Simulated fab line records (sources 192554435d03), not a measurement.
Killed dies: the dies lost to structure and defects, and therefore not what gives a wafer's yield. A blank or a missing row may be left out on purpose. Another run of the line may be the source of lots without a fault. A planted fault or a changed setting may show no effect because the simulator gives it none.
Chamber matching ; flow n5_finfet ; N5_GATE_CUT_CMP_02 on cmp-04: 4 sister chambers
The step polishes, stops on SiO2, t overpolish 12.7 s, target thk 0 nm. 16 wafers are shown with their chamber, then 8 later ones without.

WAFERS PAIRED WITH THEIR CHAMBERS
wafer;chamber;motor_current_A (A);slurry_flow_ml_min;time_to_endpoint_s (s)
L076.3;2;10.1;150.5;23.2
L076.5;1;10.8;150.1;24.5
L076.6;0;7.8;150.4;27.0
L077.2;3;10.2;150.1;25.2
L077.3;2;10.8;150.0;26.1
L077.4;1;10.3;150.2;26.8
L081.3;2;10.3;150.4;24.7
L081.5;1;10.9;149.2;24.4
L081.6;2;10.3;150.4;22.8
L084.1;2;11.0;151.1;23.1
L084.2;0;8.1;149.2;23.9
L084.6;1;10.7;149.7;24.4
L087.1;1;10.1;151.0;23.2
L087.2;2;10.2;150.1;23.2
L087.3;3;9.9;149.2;25.0
L088.2;3;9.4;149.8;24.2

SIGNATURES, as means of the wafers listed above
reading;chamber 0;chamber 1;chamber 2;chamber 3;scatter within a chamber
motor_current_A;7.950;10.560;10.450;9.833;0.353
slurry_flow_ml_min;149.800;150.040;150.417;149.700;0.552
time_to_endpoint_s;25.450;24.660;23.850;24.800;1.31
Rule: distance of a wafer from a chamber = root of the sum over the readings of ((wafer's reading minus chamber's mean) / reading's scatter) squared. The wafer belongs to the nearest chamber; if the next one is less than 2 further off, it can't be placed. The scatter: the root of (the sum of the squares of (reading less its chamber's mean) over the shown wafers, divided by (wafers less chambers)).

WAFERS WITH NO CHAMBER GIVEN
wafer;motor_current_A (A);slurry_flow_ml_min;time_to_endpoint_s (s)
L088.5;11.0;149.9;25.6
L088.6;8.0;149.8;23.3
L092.2;10.2;149.6;21.7
L092.4;10.7;150.3;22.2
L092.5;7.9;149.5;20.6
L097.3;10.3;149.6;22.5
L097.4;10.6;150.3;23.3
L097.6;8.1;149.8;22.6

THE CHAMBER EACH PASSED THROUGH
wafer;from the rows above;in truth
L088.5;can't be placed: 1 or 2 or 3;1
L088.6;0;0
L092.2;can't be placed: 2 or 3 or 1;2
L092.4;can't be placed: 2 or 1 or 3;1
L092.5;0;0
L097.3;can't be placed: 2 or 1 or 3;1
L097.4;can't be placed: 2 or 1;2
L097.6;0;0
Placed correctly: 3 of 8. Cannot be placed on the basis of these rows: 5; the candidates contain the true chamber in 5. Wrongly placed: 0.
